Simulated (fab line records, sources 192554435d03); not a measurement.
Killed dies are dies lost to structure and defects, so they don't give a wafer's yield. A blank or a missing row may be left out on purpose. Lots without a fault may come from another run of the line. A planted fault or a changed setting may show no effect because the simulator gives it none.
Chamber matching | flow n5_finfet | N5_MOL_CONTACT_COAG_ETCHBACK_134 on rie_diel-06: 4 sister chambers
The step etches SiO2 in CHF3, target depth 10 nm, time 6.7 s. 8 wafers are shown with their chamber, then 12 later ones without.

WAFERS WITH THEIR CHAMBER
wafer  | chamber | showerhead_plenum_p_Torr (Torr) | drypump_motor_current_A (A)
L081.3 | 2       | 2.26                            | 6.3
L084.2 | 0       | 2.47                            | 5.8
L085.1 | 2       | 2.26                            | 6.2
L085.2 | 3       | 2.28                            | 5.2
L085.3 | 1       | 2.37                            | 5.4
L092.1 | 3       | 2.27                            | 5.2
L092.2 | 0       | 2.46                            | 5.8
L092.3 | 1       | 2.37                            | 5.4

WAFERS WITHOUT THEIR CHAMBER
wafer  | showerhead_plenum_p_Torr (Torr) | drypump_motor_current_A (A)
L092.4 | 2.54                            | 6.3
L092.5 | 2.54                            | 6.3
L092.6 | 2.37                            | 5.4
L094.1 | 2.46                            | 5.8
L094.2 | 2.27                            | 5.3
L094.4 | 2.37                            | 5.4
L095.2 | 2.54                            | 6.3
L095.4 | 2.46                            | 5.8
L095.5 | 2.27                            | 5.2
L097.1 | 2.27                            | 5.2
L097.4 | 2.36                            | 5.4
L097.6 | 2.54                            | 6.2

WHICH CHAMBER EACH WENT THROUGH
wafer  | from the rows above | in truth
L092.4 | 0                   | 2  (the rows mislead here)
L092.5 | 0                   | 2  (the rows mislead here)
L092.6 | 1                   | 1
L094.1 | 0                   | 0
L094.2 | 3                   | 3
L094.4 | 1                   | 1
L095.2 | 0                   | 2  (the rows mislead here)
L095.4 | 0                   | 0
L095.5 | 3                   | 3
L097.1 | 3                   | 3
L097.4 | 1                   | 1
L097.6 | 0                   | 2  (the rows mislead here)
Placed correctly: 8 of 12. Can't be placed from these rows: 0. Placed wrongly: 4.
How it was worked out, from the rows above alone: a wafer's distance from a chamber is the root of the sum, over the readings, of the square of ((its reading less the chamber's mean) divided by the reading's scatter). The wafer belongs to the nearest chamber; if the next one is less than 2 further off, it can't be placed. A chamber's mean is the mean of its shown wafers. The scatter: the root of (the sum of the squares of (reading less its chamber's mean) over the shown wafers, divided by (wafers less chambers)).
